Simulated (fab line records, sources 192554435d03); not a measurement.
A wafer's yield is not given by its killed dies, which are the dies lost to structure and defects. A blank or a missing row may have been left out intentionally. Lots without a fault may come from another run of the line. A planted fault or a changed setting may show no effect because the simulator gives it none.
fab line records -- flow n5-finfet
record lots=14, wafers=42, last-day=18
route steps=1938 shown BEOL_M1@830 BEOL_M2@844
lots with no fault: from the same line, run without faults
start-h: start of the lot's first displayed wafer, in hours after the record's first day -- wait-h: hours since the lot's step before -- " repeats the value in the row above -- L1.1+2: several wafers, shown together as one row -- - value missing, or start not given -- * or withheld: withheld -- < > ~ a bound
route shown NAME@n: names a module that has steps shown in the file, with the first one's number in the route -- usual: average and standard deviation across the fault-free wafers -- same: alike in all rows -- chamber/n: place in a boat -- sites: per-site readings -- _std_site: standard deviation of those values -- _edge_site: inner sites' mean taken away from outer sites' mean -- radius-mm: how far each site lies from the wafer's centre -- mask NAME#n: copy n -- behind: the last tool/chamber to shape the wafer -- hold: the reason the lot was held/the length of the hold in hours/how it ended -- device: which transistor (n, p or np) failed to switch -- end of line: at the end of the route, the tests of the same wafers -- for a step that has no rows: nothing shown but its recipe -- killed: not the wafer's yield, but the dies lost to structure and defects at the first sort -- map: a wafer's dies, marking killed ones x, the rest . and places with no die _
set.NAME: setting as actually run; set.NAME@STEP: the setting as run at that earlier step -- model.NAME: the simulator's own value behind a step, which no gauge read
the route's steps for a sample of lots (tables are steps, rows are wafers)
services: when a tool's chamber went out of use (start-h, in hours from the record's first day, below 0 if earlier), for how many hours, and the reason
## steps
# step N5_BEOL_M1_SPUTTER_96
# recipe material=Cu, target-thk-a=45, temp-c=-20, chamber-pressure-pa=0.07, power-w=withheld, time-s=8.29
# usual throttle-valve-pct=30.0/0.93
lot.wafer,tool,chamber,start-h,wait-h,throttle-valve-pct
L345.3,pvd-sputter-03,-,126.22,0.1,29.6
L345.4,pvd-sputter-03,-,126.22,0.1,30.1
L345.6,pvd-sputter-03,-,126.22,0.1,30.2
L347.3,pvd-sputter-01,-,150.56,0.1,29.0
L347.5,pvd-sputter-01,-,150.56,0.1,31.2
L347.6,pvd-sputter-01,-,150.56,0.1,30.3
L349.3,pvd-sputter-02,-,161.96,0.1,29.1
L349.5,pvd-sputter-02,-,161.96,0.1,30.5
L349.6,pvd-sputter-02,-,161.96,0.1,29.1
L352.1,pvd-sputter-02,-,179.34,0.1,31.9
L352.3,pvd-sputter-02,-,179.34,0.1,30.4
L352.6,pvd-sputter-02,-,179.34,0.1,30.7
L354.3,pvd-sputter-01,-,185.14,0.1,29.2
L354.4,pvd-sputter-01,-,185.14,0.1,31.1
L354.6,pvd-sputter-01,-,185.14,0.1,31.4
L355.1,pvd-sputter-01,-,195.11,0.1,30.4
L355.4,pvd-sputter-01,-,195.11,0.1,28.9
L355.6,pvd-sputter-01,-,195.11,0.1,28.8
L360.3,pvd-sputter-03,-,222.32,0.1,30.2
L360.4,pvd-sputter-03,-,222.32,0.1,29.5
L360.6,pvd-sputter-03,-,222.32,0.1,28.3
L361.2,pvd-sputter-01,-,223.74,0.1,31.1
L361.4,pvd-sputter-01,-,223.74,0.1,30.8
L361.6,pvd-sputter-01,-,223.74,0.1,31.4
L364.2,pvd-sputter-02,-,240.41,0.1,29.4
L364.4,pvd-sputter-02,-,240.41,0.1,30.2
L364.5,pvd-sputter-02,-,240.41,0.1,30.2
L362.2,pvd-sputter-02,-,248.61,0.1,30.4
L362.4,pvd-sputter-02,-,248.61,0.1,30.6
L362.5,pvd-sputter-02,-,248.61,0.1,30.4
L365.3,pvd-sputter-02,-,250.75,0.1,31.6
L365.4,pvd-sputter-02,-,250.75,0.1,29.9
L365.5,pvd-sputter-02,-,250.75,0.1,30.3
L366.2,pvd-sputter-01,-,261.97,0.1,31.0
L366.3,pvd-sputter-01,-,261.97,0.1,29.9
L366.5,pvd-sputter-01,-,261.97,0.1,31.2
L363.1,pvd-sputter-03,-,262.22,0.1,29.4
L363.2,pvd-sputter-03,-,262.22,0.1,28.3
L363.5,pvd-sputter-03,-,262.22,0.1,28.2
L368.2,pvd-sputter-01,-,269.38,0.1,31.3
L368.3,pvd-sputter-01,-,269.38,0.1,29.1
L368.5,pvd-sputter-01,-,269.38,0.1,30.0
# step N5_BEOL_M1_PRE_CLEAN_60
# recipe gas=NH3/H2, time-s=15, temp-c=*, rf-power-w=300
# usual heater-power-w=78/8.7
lot.wafer,tool,chamber,start-h,wait-h,heater-power-w
L345.3,cvd-co-02,2,127.04,0.0,89
L345.4,cvd-co-02,0,127.04,0.0,70
L345.6,cvd-co-02,2,127.04,0.0,88
L347.3,cvd-co-01,2,151.38,0.0,76
L347.5,cvd-co-01,1,151.38,0.0,63
L347.6,cvd-co-01,0,151.38,0.0,82
L349.3,cvd-co-02,2,162.78,0.0,88
L349.5,cvd-co-02,2,162.78,0.0,87
L349.6,cvd-co-02,1,162.78,0.0,83
L352.1,cvd-co-02,2,180.17,0.0,89
L352.3,cvd-co-02,0,180.17,0.0,72
L352.6,cvd-co-02,1,180.17,0.0,80
L354.3,cvd-co-02,0,186.08,0.0,69
L354.4,cvd-co-02,2,186.08,0.0,88
L354.6,cvd-co-02,1,186.08,0.0,84
L355.1,cvd-co-01,2,195.95,0.0,76
L355.4,cvd-co-01,0,195.95,0.0,84
L355.6,cvd-co-01,2,195.95,0.0,75
L360.3,cvd-co-01,1,223.14,0.0,63
L360.4,cvd-co-01,1,223.14,0.0,62
L360.6,cvd-co-01,2,223.14,0.0,76
L361.2,cvd-co-01,2,224.56,0.0,76
L361.4,cvd-co-01,1,224.56,0.0,64
L361.6,cvd-co-01,2,224.56,0.0,77
L364.2,cvd-co-01,0,241.24,0.0,84
L364.4,cvd-co-01,0,241.24,0.0,83
L364.5,cvd-co-01,1,241.24,0.0,64
L362.2,cvd-co-01,1,249.44,0.0,62
L362.4,cvd-co-01,1,249.44,0.0,62
L362.5,cvd-co-01,2,249.44,0.0,76
L365.3,cvd-co-01,2,251.59,0.0,76
L365.4,cvd-co-01,0,251.59,0.0,82
L365.5,cvd-co-01,1,251.59,0.0,63
L366.2,cvd-co-01,0,263.63,0.0,83
L366.3,cvd-co-01,2,263.63,0.0,76
L366.5,cvd-co-01,1,263.63,0.0,63
L363.1,cvd-co-02,0,264.37,0.0,70
L363.2,cvd-co-02,2,264.37,0.0,90
L363.5,cvd-co-02,1,264.37,0.0,78
L368.2,cvd-co-02,1,270.20,0.0,81
L368.3,cvd-co-02,0,270.20,0.0,72
L368.5,cvd-co-02,1,270.20,0.0,82
# step N5_BEOL_M2_HM_DEP_02
# recipe material=TiN, target-thk-a=200, temp-c=25, chamber-pressure-pa=0.49996
# usual throttle-valve-pct=30.0/1
lot.wafer,tool,chamber,start-h,wait-h,throttle-valve-pct
L345.3,pvd-sputter-02,-,129.88,2.4,30.5
L345.4,pvd-sputter-02,-,129.88,2.4,29.5
L345.6,pvd-sputter-02,-,129.88,2.4,30.4
L347.3,pvd-sputter-01,-,152.48,0.7,29.0
L347.5,pvd-sputter-01,-,152.48,0.7,31.2
L347.6,pvd-sputter-01,-,152.48,0.7,30.0
L349.3,pvd-sputter-02,-,165.02,1.8,30.4
L349.5,pvd-sputter-02,-,165.02,1.8,29.2
L349.6,pvd-sputter-02,-,165.02,1.8,31.8
L352.1,pvd-sputter-01,-,181.36,0.8,29.8
L352.3,pvd-sputter-01,-,181.36,0.8,29.2
L352.6,pvd-sputter-01,-,181.36,0.8,29.8
L354.3,pvd-sputter-02,-,188.52,2.0,30.7
L354.4,pvd-sputter-02,-,188.52,2.0,29.5
L354.6,pvd-sputter-02,-,188.52,2.0,30.6
L355.1,pvd-sputter-03,-,197.35,1.0,30.1
L355.4,pvd-sputter-03,-,197.35,1.0,29.4
L355.6,pvd-sputter-03,-,197.35,1.0,28.2
L360.3,pvd-sputter-02,-,224.11,0.6,30.2
L360.4,pvd-sputter-02,-,224.11,0.6,30.6
L360.6,pvd-sputter-02,-,224.11,0.6,30.6
L361.2,pvd-sputter-03,-,227.42,2.4,27.8
L361.4,pvd-sputter-03,-,227.42,2.4,29.5
L361.6,pvd-sputter-03,-,227.42,2.4,29.5
L364.2,pvd-sputter-02,-,241.74,0.0,30.2
L364.4,pvd-sputter-02,-,241.74,0.0,31.8
L364.5,pvd-sputter-02,-,241.74,0.0,29.3
L362.2,pvd-sputter-03,-,250.47,0.6,29.6
L362.4,pvd-sputter-03,-,250.47,0.6,29.1
L362.5,pvd-sputter-03,-,250.47,0.6,29.6
L365.3,pvd-sputter-03,-,254.08,2.1,28.4
L365.4,pvd-sputter-03,-,254.08,2.1,29.3
L365.5,pvd-sputter-03,-,254.08,2.1,28.3
L366.2,pvd-sputter-02,-,264.98,0.9,30.5
L366.3,pvd-sputter-02,-,264.98,0.9,31.8
L366.5,pvd-sputter-02,-,264.98,0.9,31.6
L363.1,pvd-sputter-02,-,265.08,0.3,32.1
L363.2,pvd-sputter-02,-,265.08,0.3,29.3
L363.5,pvd-sputter-02,-,265.08,0.3,30.8
L368.2,pvd-sputter-02,-,271.06,0.4,30.1
L368.3,pvd-sputter-02,-,271.06,0.4,31.9
L368.5,pvd-sputter-02,-,271.06,0.4,30.1
# step N5_BEOL_M2_DEVELOP_10
# recipe develop-time-s=30, developer=TMAH, resist=CAR-EUV, rinse-liquid=surfactant-rinse, dry=air-spin, dev-temp-c=23
# usual chill-plate-temp-C=23.02/0.1, develop-time-s=30/0, resist-line-temp-C=22.99/0.11
lot.wafer,tool,chamber,start-h,wait-h,chill-plate-temp-C,develop-time-s,resist-line-temp-C
L345.3,litho-track-02,0,130.22,-,23.04,30,23.03
L345.4,litho-track-02,0,130.22,-,23.06,30,22.87
L345.6,litho-track-02,0,130.22,-,23.10,30,22.85
L347.3,litho-track-02,0,153.86,-,22.96,30,23.09
L347.5,litho-track-02,0,153.86,-,22.87,30,23.24
L347.6,litho-track-02,0,153.86,-,22.96,30,23.22
L349.3,litho-track-01,0,165.48,-,23.01,30,23.05
L349.5,litho-track-01,0,165.48,-,22.87,30,22.81
L349.6,litho-track-01,0,165.48,-,23.02,30,22.94
L352.1,litho-track-02,0,181.83,-,23.04,30,22.85
L352.3,litho-track-02,0,181.83,-,23.14,30,22.92
L352.6,litho-track-02,0,181.83,-,23.17,30,22.84
L354.3,litho-track-04,-,188.86,-,-,-,-
L354.4,litho-track-04,-,188.86,-,-,-,-
L354.6,litho-track-04,-,188.86,-,-,-,-
L355.1,litho-track-04,-,197.68,-,-,-,-
L355.4,litho-track-04,-,197.68,-,-,-,-
L355.6,litho-track-04,-,197.68,-,-,-,-
L360.3,litho-track-01,0,224.57,-,22.99,30,22.83
L360.4,litho-track-01,0,224.57,-,23.14,30,23.04
L360.6,litho-track-01,0,224.57,-,23.12,30,22.95
L361.2,litho-track-01,0,227.76,-,22.83,30,23.01
L361.4,litho-track-01,0,227.76,-,23.00,30,23.05
L361.6,litho-track-01,0,227.76,-,22.83,30,23.14
L364.2,litho-track-02,0,242.20,-,23.14,30,23.01
L364.4,litho-track-02,0,242.20,-,23.07,30,22.94
L364.5,litho-track-02,0,242.20,-,23.13,30,22.95
L362.2,litho-track-04,0,250.95,-,22.96,30,23.07
L362.4,litho-track-04,0,250.95,-,22.92,30,23.05
L362.5,litho-track-04,0,250.95,-,22.86,30,23.01
L365.3,litho-track-02,0,254.44,-,22.93,30,23.10
L365.4,litho-track-02,0,254.44,-,23.05,30,22.83
L365.5,litho-track-02,0,254.44,-,23.01,30,22.94
L366.2,litho-track-04,0,265.32,-,22.90,30,23.00
L366.3,litho-track-04,0,265.32,-,22.88,30,22.90
L366.5,litho-track-04,0,265.32,-,22.80,30,22.86
L363.1,litho-track-02,0,265.42,-,22.98,30,22.98
L363.2,litho-track-02,0,265.42,-,22.98,30,23.04
L363.5,litho-track-02,0,265.42,-,22.87,30,23.15
L368.2,litho-track-04,0,271.40,-,23.14,30,22.95
L368.3,litho-track-04,0,271.40,-,23.03,30,23.05
L368.5,litho-track-04,0,271.40,-,23.08,30,22.96
## services
tool,chamber,start-h,hours,kind
cvd-co-01,1,114.67,-,clean
cvd-co-01,1,114.67,22.0,scheduled-down
cvd-co-01,1,114.67,22.0,vent-cycle
cvd-co-01,-,120.11,5.2,repair
cvd-co-01,2,231.13,12.4,repair
## key
first-sign step=N5_BEOL_M2_DEVELOP_10, reading=tool-record, direction=missing
effect none on later readings
met-at N5_BEOL_M2_DEVELOP_10
struck-lots L354,L355
later-rows-left-out L354.3,L354.4,L354.6,L355.1,L355.4,L355.6
sort-left-out L354.3,L354.4,L354.6,L355.1,L355.4,L355.6
not-acting-at N5_BEOL_M1_SPUTTER_96,N5_BEOL_M1_PRE_CLEAN_60,N5_BEOL_M2_HM_DEP_02
fault kind=skipped-step-whole, tool=litho-track-04, chamber=-, onset-h=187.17, steps=N5_BEOL_M2_DEVELOP_10, scope=struck-lots-only
# sort-left-out: the simulated sort isn't trusted on such a fault, so these wafers' sort isn't shown, and their yield isn't known
# later-rows-left-out: the simulator's readings of these wafers behind a module that went badly wrong aren't trusted and aren't shown, but for the sort
